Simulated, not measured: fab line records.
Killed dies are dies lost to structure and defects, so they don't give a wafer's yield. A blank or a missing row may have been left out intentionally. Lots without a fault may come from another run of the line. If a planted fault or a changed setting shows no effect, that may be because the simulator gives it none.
3 desks looking at one fault    flow n5 finfet    each desk has only its own numbers; what lay behind them comes last

THE DEFECT DESK
Inspection counts along the route, by lot: the mean over sampled wafers that carry a number. The brackets show how far a lot's mean lies from the usual mean; more than 4 standard deviations puts the lot out of limits, marked OUT.
Columns: A = raw defect count at N5_BEOL_M10_INSPECT_30, usual 417
lot   first seen here  A
L636  day 12 12:03     430
L640  day 12 21:14     430
L648  day 14 22:08     440
L649  day 14 22:52     408
L656  day 17 05:30     378
L657  day 17 14:52     430
This desk found nothing out of limits on any of the 6 lots.

THE METROLOGY DESK
What the gauges read for every lot (on any tool): the sampled wafers with a number, averaged. The brackets show how far a lot's mean lies from the usual mean; more than 4 standard deviations puts the lot out of limits, marked OUT.
Columns: A = cd nm at N5_BEOL_M10_CD_MEAS_28, usual 70.0 nm; B = V9_OVL at N5_BEOL_M10_OVL_MEAS_29, usual -0.4 nm
lot   first seen here  A     B
L636  day 12 11:59     69.6  -0.7
L640  day 12 21:11     70.2  -1.3
L648  day 14 22:05     70.0  -0.2
L649  day 14 22:48     70.0  -1.4
L656  day 17 05:26     70.5  -0.3
L657  day 17 14:49     70.2  -0.1
This desk found nothing out of limits on any of the 6 lots.

THE TOOL OWNER'S DESK: rie diel-02
The tool's own readings at N5_BEOL_M10_ETCH_66 (etches SOC in N2/H2, target depth 120 nm, overetch 24 nm, time 180 s): means of the sampled wafers that have a number, for each lot that ran on this tool. The brackets show how far a lot's mean lies from the usual mean; more than 4 standard deviations puts the lot out of limits, marked OUT.
Columns: A = drypump motor current A at N5_BEOL_M10_ETCH_66, usual 5.9 A; B = n2 flow sccm at N5_BEOL_M10_ETCH_66, usual 200.0 sccm; C = oes product au at N5_BEOL_M10_ETCH_66, usual 0.63 a.u.; D = rf vpp V at N5_BEOL_M10_ETCH_66, usual 525.4 V; E = run length s at N5_BEOL_M10_ETCH_66, usual 203.6 s; F = showerhead plenum p Torr at N5_BEOL_M10_ETCH_66, usual 2.60 Torr; G = throttle valve pct at N5_BEOL_M10_ETCH_66, usual 17.85 %
lot   first seen here  A    B      C     D      E                 F     G
L636  day 12 12:53     6.0  199.6  0.70  527.6  203.6             2.69  17.83
L648  day 14 23:17     5.7  200.1  0.62  525.0  201.0 (-7.1) OUT  2.58  17.96
L649  day 15 00:20     5.9  199.2  0.68  527.9  199.3 (-12) OUT   2.67  17.93
This desk's finding: out of limits on L648, L649; first on L648, day 14 23:17 (run length s at N5_BEOL_M10_ETCH_66). In limits: L636.

PUT TOGETHER
An alarm could have come from the tool owner's desk at day 14 23:17, on L648, L649.
The defect desk saw nothing out of limits.
Nothing out of limits was seen by the metrology desk.
The defect desk has L648, L649 on record, within its limits.
The metrology desk holds a record of L648, L649, inside its limits.
Of the lots named, all ran N5_BEOL_M10_ETCH_66 on rie diel-02.

WHAT THE SIMULATOR HAD INSERTED
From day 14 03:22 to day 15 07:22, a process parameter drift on rie diel-02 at N5_BEOL_M10_ETCH_66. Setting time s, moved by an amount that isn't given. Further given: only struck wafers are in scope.
Shown lots that were struck: L648, L649.
Hours from the fault's start to each desk's first reading out of limits: the tool owner's desk, 20.
